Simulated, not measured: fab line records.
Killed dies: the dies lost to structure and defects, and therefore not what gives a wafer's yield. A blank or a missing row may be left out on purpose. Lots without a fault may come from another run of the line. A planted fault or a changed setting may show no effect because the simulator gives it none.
A struck lot beside a sound one    flow nandHarc    15 steps out of a route of 1159
Sound: these wafers, L197.1, L197.4, L197.5. Struck: wafer L214.1. (L214.3 of the same lot was not struck and is left out.) The cause comes at the end.
Per side, at each step with rows, come the tool, then ch with its chambers, and then its first start. Under that, the readings that differ: sound wafers    struck wafers    difference of the means    sigmas: that difference in standard deviations of wafers without a fault.
alike: readings whose means differ by less than 2 such deviations, and words and numbers that are the same on both sides. not compared: withheld readings, readings that some wafer has no value for, bounds like >300 that may hide the same value, and numbers for which the record gives no deviation and whose values overlap.
The two part at a step that has a row with sigmas, a row that says differs or no value, or rows on one side only. Numbers that have no deviation but don't overlap get no sigmas and don't part them. A reading that every wafer of one side lacks parts them only if that side has two wafers or more.

first, 7 steps without rows for these wafers: NHARC_A_CONTACT_COAT_35 (time 65 s); NHARC_A_CONTACT_COAT_36 (resist thk 90 nm); NHARC_A_CONTACT_SOFTBAKE_37 (time 55 s); NHARC_A_CONTACT_EBR_38; NHARC_A_CONTACT_EXPOSE_39 (exposes mask A CC 3); NHARC_A_CONTACT_PEB_40 (peb time 65 s); NHARC_A_CONTACT_DEVELOP_41 (develop time 35 s).
NHARC_A_CONTACT_CD_MEAS_42: the cd target is 200 nm.
  sound on cdSem-01 ch 0, day 16 15:02; struck on cdSem-03 ch 0, day 21 04:49
  alike: cdNm
NHARC_A_CONTACT_OVL_MEAS_43:
  sound: overlay-01 at day 16 15:07; struck: overlay-02 at day 21 04:55
  alike: overlayXNm, overlayYNm
NHARC_A_CONTACT_INSPECT_44:
  sound: defectInspect-02 at day 16 15:10; struck: defectInspect-01 at day 21 04:57
  alike: rawDefectCount
NHARC_A_CONTACT_DESCUM_47: chemistry O2, time 3 s.
  sound on rieDiel-07 ch 0,3, day 16 15:14; struck on rieDiel-07 ch 2, day 21 05:02
  alike: drypumpMotorCurrentA, oesProductAu, rfVppV, showerheadPlenumPTorr, throttleValvePct
  not compared: rfHoursCounterH
NHARC_A_CONTACT_ETCH_48: etches the open film in CF4, target depth 39 nm, time 65 s.
  sound on rieDiel-07 ch 0,3, day 16 15:23; struck on rieDiel-07 ch 0, day 21 05:10
reading              sound              struck  difference  sigmas
oesProductAu (a.u.)  0.979 0.990 0.977  1.024   +0.042      +4
  alike: biasW, drypumpMotorCurrentA, rfVppV, runLengthS, showerheadPlenumPTorr, throttleValvePct
  not compared: rfHoursCounterH
NHARC_A_CONTACT_ETCH_49: etches the open film in N2/H2, target depth 260 nm, time 475.3 s.
  sound on rieDiel-07 ch 0,1, day 16 15:31; struck on rieDiel-07 ch 0, day 21 05:15
reading            sound              struck  difference  sigmas
h2FlowSccm (sccm)  150.1 149.1 149.4  150.9   +1.4        +3
runLengthS (s)     496.6 496.9 496.5  389.9   -106.8      -99 or more
  alike: drypumpMotorCurrentA, oesProductAu, rfVppV, showerheadPlenumPTorr, throttleValvePct
  not compared: biasW, rfHoursCounterH
NHARC_A_CONTACT_ETCH_50: etches the open film in CF4/CHF3, target depth 84.7 nm, time 42.4 s.
  sound: rieDiel-07 ch 0,1; struck: rieDiel-07 ch 0
  alike: biasW, chf3FlowSccm, drypumpMotorCurrentA, oesProductAu, rfVppV, runLengthS, showerheadPlenumPTorr, throttleValvePct
  not compared: rfHoursCounterH
next, for these wafers, 1 step has no rows: NHARC_END_SORT_01.

== WHERE THEY PART ==
Earliest at NHARC_A_CONTACT_ETCH_48; latest, in this record, at NHARC_A_CONTACT_ETCH_49. Later steps at which nothing parts them and some readings are alike: NHARC_A_CONTACT_ETCH_50.

WHY: whatever the simulator had introduced
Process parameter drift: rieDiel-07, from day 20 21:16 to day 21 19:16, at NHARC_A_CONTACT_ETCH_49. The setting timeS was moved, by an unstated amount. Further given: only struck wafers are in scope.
